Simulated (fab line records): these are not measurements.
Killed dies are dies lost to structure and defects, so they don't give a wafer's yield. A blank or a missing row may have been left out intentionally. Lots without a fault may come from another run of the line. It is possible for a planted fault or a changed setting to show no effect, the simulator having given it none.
Struck lot and sound lot, side by side :: flow nandHarc :: 44 out of 1302 route steps
Sound: wafers L807.2, L807.5, L807.6. Struck: wafers L816.2, L816.4, L816.6. The cause comes at the end.
Each step with rows lists, per side, the tool, then ch with its chambers, then its first start. Under that, the readings that differ: sound wafers :: struck wafers :: difference of the means :: sigmas: that difference in standard deviations of wafers without a fault.
alike: a reading whose means differ by less than 2 such deviations, as well as words and numbers matching on both sides. not compared: withheld readings; readings where some wafer has no value; bounds like >300 that might hide an equal value; numbers whose values overlap and for which the record gives no deviation.
Wherever a step has rows on one side only, a row that says differs or no value, or a row with sigmas, the two part there. Numbers that have no deviation but don't overlap get no sigmas and don't part them. A reading that every wafer of one side lacks parts them only if that side has two wafers or more.

first, 5 steps without rows for these wafers: NHARC_P_GATE_SOFTBAKE_21 (time 55 s); NHARC_P_GATE_EBR_22; NHARC_P_GATE_EXPOSE_23 (exposes mask P GATE, target cd 120 nm); NHARC_P_GATE_PEB_24 (peb time 65 s); NHARC_P_GATE_DEVELOP_25 (develop time 35 s).
NHARC_P_GATE_CD_MEAS_26: the cd target is 120 nm.
  sound on cdSem-02 ch 0, day 5 06:52; struck on cdSem-02 ch 0, day 8 13:37
  alike: cdNm
NHARC_P_GATE_OVL_MEAS_27:
  sound on overlay-01 at day 5 06:58; struck on overlay-02 at day 8 13:41
  alike: overlayXNm, overlayYNm
NHARC_P_GATE_INSPECT_28:
  sound on defectInspect-01 at day 5 06:59; struck on defectInspect-01 at day 8 13:44
  alike: rawDefectCount
NHARC_P_GATE_DESCUM_31: chemistry O2, time 3 s.
  sound on rieDiel-04 ch 0,2, day 5 07:07; struck on rieDiel-09 ch 0,2,3, day 8 13:47
reading: showerheadPlenumPTorr (Torr)
sound: 1.82 1.82 1.83
struck: 1.97 2.02 2.03
difference: +0.18
sigmas: +2
  alike: drypumpMotorCurrentA, oesProductAu, rfVppV, throttleValvePct
  not compared: rfHoursCounterH
NHARC_P_GATE_ETCH_104: etches the open film in CF4/CHF3, target depth 60 nm.
  sound on rieDiel-04 ch 0,2,3, day 5 07:13; struck on rieDiel-09 ch 0,1, day 8 13:52
  alike: drypumpMotorCurrentA, oesProductAu, rfVppV, showerheadPlenumPTorr, throttleValvePct
then, 2 steps without rows for these wafers: NHARC_P_GATE_HM_OPEN_105 (chemistry O2/COS, target depth 360 nm); NHARC_P_GATE_STRIP_106 (strips in O2/COS).
NHARC_P_GATE_ETCH_114: etches the open film in CF4/O2, target depth 30 nm, overetch 3 nm, time 16.5 s.
  sound on rieDiel-04 ch 2,3, day 5 07:00; struck on rieDiel-09 ch 0,2,3, day 8 14:00
  alike: drypumpMotorCurrentA, oesProductAu, rfVppV, showerheadPlenumPTorr, throttleValvePct
  not compared: rfHoursCounterH
NHARC_P_GATE_ETCH_32: etches the open film in HBr/Cl2, target depth 150 nm, time 100.1 s.
  sound on rieSi-05 ch 0,1,3, day 5 08:05; struck on rieSi-06 ch 0,1, day 8 14:16
  alike: drypumpMotorCurrentA, hbrFlowSccm, oesProductAu, throttleValvePct
  not compared: rfHoursCounterH
NHARC_P_GATE_STRIP_108: strips in O2.
  sound on rieDiel-04 ch 0,1, day 5 08:12; struck on rieDiel-10 ch 1,2, day 8 14:26
reading: oesProductAu (a.u.)
sound: 1.016 1.025 1.011
struck: 0.998 0.985 0.982
difference: -0.029
sigmas: -2
  alike: drypumpMotorCurrentA, rfVppV, showerheadPlenumPTorr, throttleValvePct
  not compared: rfHoursCounterH
NHARC_P_GATE_CD_MEAS_33:
  sound on cdSem-03 at day 5 08:23; struck on cdSem-02 at day 8 14:37
  alike: cdNm
then, 18 steps without rows for these wafers: NHARC_P_GATE_STRIP_35 (strips in SPM, time 600 s); NHARC_P_GATE_PRECLEAN_73 (cleans in SC1); NHARC_P_GATE_SRD_74; NHARC_P_GATE_ALD_36 (deposits SiNx, target thk 20 nm, pulse time 60 s, ald cycles 223); NHARC_P_GATE_ETCHBACK_37 (etches the open film in CHF3/O2, target depth 34.5 nm, time 17.2 s); NHARC_P_GATE_STRIP_101 (strips in O2, time 20 s); NHARC_P_GATE_PRECLEAN_97 (cleans in SPM, time 600 s); NHARC_P_GATE_SRD_98; NHARC_P_GATE_PRECLEAN_99 (cleans in SC1); NHARC_P_GATE_SRD_100; NHARC_P_GATE_DEHYDRATE_38 (time 120 s); NHARC_P_GATE_HMDS_39 (time 30 s); NHARC_P_GATE_COAT_40; NHARC_P_GATE_SOFTBAKE_41 (time 95 s); NHARC_P_GATE_EBR_42; NHARC_P_GATE_EXPOSE_43 (exposes mask P NSD, target cd 720 nm); NHARC_P_GATE_PEB_44 (peb time 85 s); NHARC_P_GATE_DEVELOP_45 (time 70 s).
NHARC_P_GATE_CD_MEAS_46: the cd target is 720 nm.
  sound on cdSem-03 ch 0, day 5 19:25; struck on cdSem-01 ch 0, day 9 01:40
  alike: cdNm
then, 4 steps without rows for these wafers: NHARC_P_GATE_HARDBAKE_47 (time 80 s); NHARC_P_GATE_DESCUM_48 (chemistry O2, time 3 s); NHARC_P_GATE_IMPLANT_49; NHARC_P_GATE_STRIP_111 (strips in N2/H2, time 250 s).
NHARC_P_GATE_STRIP_75: strips in O2.
  sound on plasmaAsher-01 ch 0,1, day 5 20:15; struck on plasmaAsher-02 ch 1, day 9 02:35
reading: heaterPowerW (W)
sound: 395 385 398
struck: 312 320 315
difference: -77
sigmas: -3
  alike: drypumpMotorCurrentA
  not compared: rfHoursCounterH
then, 2 steps without rows for these wafers: NHARC_P_GATE_STRIP_50 (strips in SPM, time 900 s); NHARC_P_GATE_DEHYDRATE_51 (time 120 s).
NHARC_P_GATE_INSPECT_68:
  sound on defectInspect-01 at day 6 01:58; struck on defectInspect-02 at day 9 08:21
reading: rawDefectCount
sound: 211 305 272
struck: 538 802 570
difference: +374
sigmas: +6
-- break in the record here, with 19 days between the starts of the struck wafers on either side (left off in module P_GATE, picked up again in module END, where the first step shown is number 1302 on the route) --
NHARC_END_SORT_01:
  the record has rows for the struck wafers here (prober-02 ch 0, day 27 20:30) and none for the sound ones

WHERE THEY PART
Last at NHARC_END_SORT_01 as far as this record goes, first at NHARC_P_GATE_DESCUM_31.

WHY: whatever the simulator had introduced
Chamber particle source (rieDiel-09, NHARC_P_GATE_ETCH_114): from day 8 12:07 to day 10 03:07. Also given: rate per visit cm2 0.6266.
